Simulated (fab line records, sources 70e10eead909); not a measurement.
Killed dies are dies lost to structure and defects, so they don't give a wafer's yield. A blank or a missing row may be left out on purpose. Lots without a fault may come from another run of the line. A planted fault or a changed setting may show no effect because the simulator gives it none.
Which tool did it? | flow nand_harc | 24 lots, 72 wafers sampled, at 2 steps of a route of 1302

WHAT THE GAUGES READ, wafer by wafer
NHARC_P_STI_INSPECT_11. Usual: raw_defect_count 5.2, standard deviation 2.7.
lot  | measured     | on                | raw_defect_count | flag
L074 | day 2 22:01  | defect_inspect-02 | 3 1 3            |
L075 | day 3 09:03  | defect_inspect-01 | 7 6 2            |
L076 | day 3 17:12  | defect_inspect-01 | 5 0 8            |
L077 | day 4 00:59  | defect_inspect-01 | 6 2 11           |
L078 | day 4 11:42  | defect_inspect-02 | 10 12 3          |
L079 | day 4 22:06  | defect_inspect-02 | 2 3 10           |
L080 | day 5 10:00  | defect_inspect-01 | 3 6 2            |
L081 | day 5 18:36  | defect_inspect-02 | 3 3 3            |
L082 | day 6 06:13  | defect_inspect-01 | 4 2 2            |
L083 | day 6 14:00  | defect_inspect-02 | 9 8 11           |
L084 | day 7 05:19  | defect_inspect-02 | 6 3 3            |
L085 | day 7 13:04  | defect_inspect-02 | 2 5 7            |
L086 | day 7 18:31  | defect_inspect-01 | 6 4 7            |
L087 | day 8 05:33  | defect_inspect-02 | 8 2 5            |
L088 | day 8 15:58  | defect_inspect-02 | 6 7 4            |
L089 | day 9 00:38  | defect_inspect-02 | 2 3 7            |
L090 | day 9 12:23  | defect_inspect-02 | 1 7 9            |
L091 | day 9 21:14  | defect_inspect-01 | 7 2 6            |
L092 | day 10 08:31 | defect_inspect-02 | 5 7 12           |
L093 | day 10 20:23 | defect_inspect-02 | 4 5 4            |
L094 | day 11 04:03 | defect_inspect-01 | 3 6 1            |
L095 | day 11 12:37 | defect_inspect-01 | 7 3 3            |
L096 | day 12 00:18 | defect_inspect-01 | 5 7 11           |
L097 | day 12 09:11 | defect_inspect-01 | 1 6 4            |

WHICH TOOL RAN EACH LOT (tool, then ch and the chambers of the sampled wafers, then the start)
lot  | NHARC_P_ZERO_WELL_ETCH_65
L074 | rie_diel-07 ch 0,2,3, day 1 21:24
L075 | rie_diel-10 ch 0,2,3, day 2 07:31
L076 | rie_diel-07 ch 1,2,3, day 2 17:38
L077 | rie_diel-07 ch 0,1,3, day 3 03:30
L078 | rie_diel-10 ch 2,3, day 3 13:25
L079 | rie_diel-02 ch 0,1,3, day 3 23:29
L080 | rie_diel-02 ch 0,1, day 4 09:29
L081 | rie_diel-07 ch 0,3, day 4 19:29
L082 | rie_diel-10 ch 0,1,3, day 5 05:29
L083 | rie_diel-10 ch 1,2,3, day 5 15:30
L084 | rie_diel-02 ch 0,1, day 6 01:21
L085 | rie_diel-07 ch 1,2,3, day 6 11:29
L086 | rie_diel-02 ch 0,3, day 6 21:41
L087 | rie_diel-10 ch 1,2,3, day 7 07:29
L088 | rie_diel-02 ch 1,2, day 7 17:29
L089 | rie_diel-07 ch 2,3, day 8 03:30
L090 | rie_diel-10 ch 1,3, day 8 13:22
L091 | rie_diel-02 ch 0,1,2, day 8 23:30
L092 | rie_diel-07 ch 0,1,3, day 9 09:22
L093 | rie_diel-07 ch 1,2,3, day 9 19:41
L094 | rie_diel-10 ch 0,2, day 10 05:25
L095 | rie_diel-07 ch 1,2,3, day 10 15:22
L096 | rie_diel-07 ch 0,1,2, day 11 01:38
L097 | rie_diel-02 ch 0,2,3, day 11 11:25
- NHARC_P_ZERO_WELL_ETCH_65: etches the open film in N2/H2, target depth 80 nm, overetch 24 nm, time 87.88 s.

WHAT THE TOOLS THEMSELVES READ (means of the sampled wafers that have a number; where no wafer has one, the mark that the record gives instead)
NHARC_P_ZERO_WELL_ETCH_65. Usual: drypump_motor_current_A 5.6 A, standard deviation 0.45; oes_product_au 0.999 a.u., standard deviation 0.0094; rf_vpp_V 430.4 V, standard deviation 2.7; showerhead_plenum_p_Torr 2.04 Torr, standard deviation 0.096; throttle_valve_pct 14.172 %, standard deviation 0.0082.
lot  | tool        | drypump_motor_current_A (A) | oes_product_au (a.u.) | rf_vpp_V (V) | showerhead_plenum_p_Torr (Torr) | throttle_valve_pct (%) | flag
L074 | rie_diel-07 | 6.0                         | 1.010                 | 429.3        | 2.01                            | 14.174                 |
L075 | rie_diel-10 | 5.3                         | 1.011                 | 429.5        | 1.97                            | 14.174                 |
L076 | rie_diel-07 | 6.0                         | 0.995                 | 430.2        | 2.05                            | 14.169                 |
L077 | rie_diel-07 | 5.9                         | 1.000                 | 430.5        | 2.05                            | 14.168                 |
L078 | rie_diel-10 | 4.9                         | 1.014                 | 430.1        | 2.00                            | 14.181                 |
L079 | rie_diel-02 | 5.2                         | 0.999                 | 434.7        | 2.19                            | 14.167                 |
L080 | rie_diel-02 | 5.3                         | 1.000                 | 434.4        | 2.19                            | 14.167                 |
L081 | rie_diel-07 | 6.1                         | 1.002                 | 431.3        | 2.05                            | 14.179                 |
L082 | rie_diel-10 | 5.6                         | 1.003                 | 427.3        | 1.94                            | 14.175                 |
L083 | rie_diel-10 | 5.2                         | 0.991                 | 427.3        | 1.97                            | 14.167                 |
L084 | rie_diel-02 | 5.2                         | 0.999                 | 434.4        | 2.18                            | 14.169                 |
L085 | rie_diel-07 | 6.0                         | 1.001                 | 430.5        | 2.04                            | 14.171                 |
L086 | rie_diel-02 | 5.3                         | 0.997                 | 433.3        | 2.16                            | 14.179                 |
L087 | rie_diel-10 | 5.2                         | 1.000                 | 428.8        | 1.97                            | 14.171                 |
L088 | rie_diel-02 | 5.8                         | 0.992                 | 432.7        | 2.09                            | 14.169                 |
L089 | rie_diel-07 | 6.0                         | 1.012                 | 428.0        | 1.99                            | 14.167                 |
L090 | rie_diel-10 | 5.3                         | 1.004                 | 428.3        | 1.97                            | 14.173                 |
L091 | rie_diel-02 | 5.5                         | 1.002                 | 433.4        | 2.12                            | 14.179                 |
L092 | rie_diel-07 | 5.9                         | 0.994                 | 430.9        | 2.03                            | 14.164                 |
L093 | rie_diel-07 | 6.0                         | 0.998                 | 430.3        | 2.03                            | 14.166                 |
L094 | rie_diel-10 | 5.2                         | 1.008                 | 427.2        | 1.95                            | 14.178                 |
L095 | rie_diel-07 | 6.0                         | 1.007                 | 429.8        | 2.02                            | 14.167                 |
L096 | rie_diel-07 | 5.8                         | 0.992                 | 428.6        | 1.98                            | 14.168                 |
L097 | rie_diel-02 | 5.5                         | 0.983                 | 432.9        | 2.12                            | 14.166                 |

THE ANSWER, worked out from the rows above alone
Rule: a lot is off if the mean of its wafers that have a number lies more than 3 standard deviations from the usual mean. A lot without any number at a reading at which 4 lots or more have one is off too. The other lots that the step has rows for count as sound. The gauges are gone through in route order, then the tools' own readings, and for those a lot's mean is taken as printed above. The first step at which some lot is off is used, and at that step the reading that is off furthest; a lot without a number counts as furthest.
No lot is off at any reading shown: from this, nothing can be told.

WHAT THE SIMULATOR HAD PUT IN
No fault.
